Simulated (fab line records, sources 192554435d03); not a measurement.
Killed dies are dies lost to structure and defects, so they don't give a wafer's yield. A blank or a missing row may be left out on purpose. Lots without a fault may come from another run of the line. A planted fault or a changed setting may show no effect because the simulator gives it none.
Which tool did it? | flow n5_finfet | 10 lots, 27 wafers sampled, at 4 steps of a route of 1938

WHAT THE GAUGES READ, wafer by wafer
N5_SD_EPI_N_EPI_MEAS_23.
lot  | measured    | on            | thk_nm (nm)
L796 | day 3 17:23 | film_metro-02 | 59.4 59.1 57.8
L799 | day 4 12:38 | film_metro-02 | 58.5 59.8 59.4
L800 | day 4 17:10 | film_metro-02 | 60.5 59.2
L802 | day 5 07:53 | film_metro-01 | 59.6 61.0 59.3
L808 | day 6 19:14 | film_metro-02 | 58.4 58.5 37.8
L810 | day 7 07:03 | film_metro-01 | 60.4 37.3
L812 | day 7 16:00 | film_metro-01 | 56.7 38.8
L813 | day 8 00:34 | film_metro-02 | 57.1 60.2 58.5
L814 | day 8 02:44 | film_metro-02 | 59.3 58.7 58.8
L816 | day 8 14:30 | film_metro-01 | 59.6 59.7 59.5

WHICH TOOL RAN EACH LOT (tool, then ch and the chambers of the sampled wafers, then the start)
lot  | N5_SPACER0_ALD_07                | N5_SD_EPI_N_SD_RECESS_17        | N5_SD_EPI_N_EPI_21
L796 | ald_sin-03 ch 1,2,3, day 3 12:13 | rie_si-02 ch 0,1,2, day 3 13:57 | epi_rpcvd-01 ch 0, day 3 15:07
L799 | ald_sin-04 ch 0,2,3, day 4 08:10 | rie_si-04 ch 0,1, day 4 09:55   | epi_rpcvd-01 ch 0, day 4 10:54
L800 | ald_sin-04 ch 0,3, day 4 12:03   | rie_si-01 ch 1,2, day 4 13:46   | epi_rpcvd-04 ch 0, day 4 16:23
L802 | ald_sin-04 ch 0,2, day 5 03:33   | rie_si-02 ch 0,2,3, day 5 05:11 | epi_rpcvd-04 ch 0, day 5 06:10
L808 | ald_sin-04 ch 0,3, day 6 14:47   | rie_si-02 ch 2,3, day 6 16:32   | epi_rpcvd-04 ch 0, day 6 18:05
L810 | ald_sin-01 ch 0, day 7 02:44     | rie_si-04 ch 1,3, day 7 04:21   | epi_rpcvd-04 ch 0, day 7 05:20
L812 | ald_sin-04 ch 1,3, day 7 11:34   | rie_si-02 ch 0,1, day 7 13:18   | epi_rpcvd-04 ch 0, day 7 14:34
L813 | ald_sin-04 ch 0,3, day 7 19:19   | rie_si-01 ch 0,1, day 7 21:07   | epi_rpcvd-02 ch 0, day 7 22:17
L814 | ald_sin-01 ch 0,1,3, day 7 22:13 | rie_si-02 ch 0,3, day 8 00:01   | epi_rpcvd-01 ch 0, day 8 01:00
L816 | ald_sin-04 ch 0,2,3, day 8 09:50 | rie_si-02 ch 0,1,3, day 8 11:47 | epi_rpcvd-01 ch 0, day 8 12:47
- N5_SPACER0_ALD_07: deposits SiNx, target thk 2 nm.
- N5_SD_EPI_N_SD_RECESS_17: chemistry HBr/Cl2/O2, target depth 41 nm, time 23.7 s, bt time 3 s.
- N5_SD_EPI_N_EPI_21: deposits Si:P, time 690 s.

THE ANSWER, worked out from the rows above alone
Rule: what is usual is taken from the lots themselves. Put in order of their means at a reading, lots are off if they are a third of the lots or fewer, leave a main group of 4 or more, and stand apart from it by a gap of 3 or more times the standard deviation of the main group's means; of several such gaps the widest counts. A main group whose means are all the same, to the digits that the tables above print for the reading, isn't used. A lot without any number at a reading at which 4 lots or more have one is off too. The other lots that the step has rows for count as sound.
Off: L808, L810, L812, at N5_SD_EPI_N_EPI_MEAS_23 (thk_nm). The main group: mean 59.3 nm, standard deviation 0.5.
A tool fits if, at a process step before that reading, it ran every lot that is off, and no sound lot after the first of them. The gauges at N5_SD_EPI_N_EPI_MEAS_23 are tried like those tools. One fits: epi_rpcvd-04 at N5_SD_EPI_N_EPI_21. Its last sound lot is L802 (day 5 06:10), its first lot that is off L808 (day 6 18:05): a fault that began between those two fits.

WHAT THE SIMULATOR HAD PUT IN
Process parameter drift: epi_rpcvd-04, from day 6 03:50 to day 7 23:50, at N5_SD_EPI_N_EPI_21. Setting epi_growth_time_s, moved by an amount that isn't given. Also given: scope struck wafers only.
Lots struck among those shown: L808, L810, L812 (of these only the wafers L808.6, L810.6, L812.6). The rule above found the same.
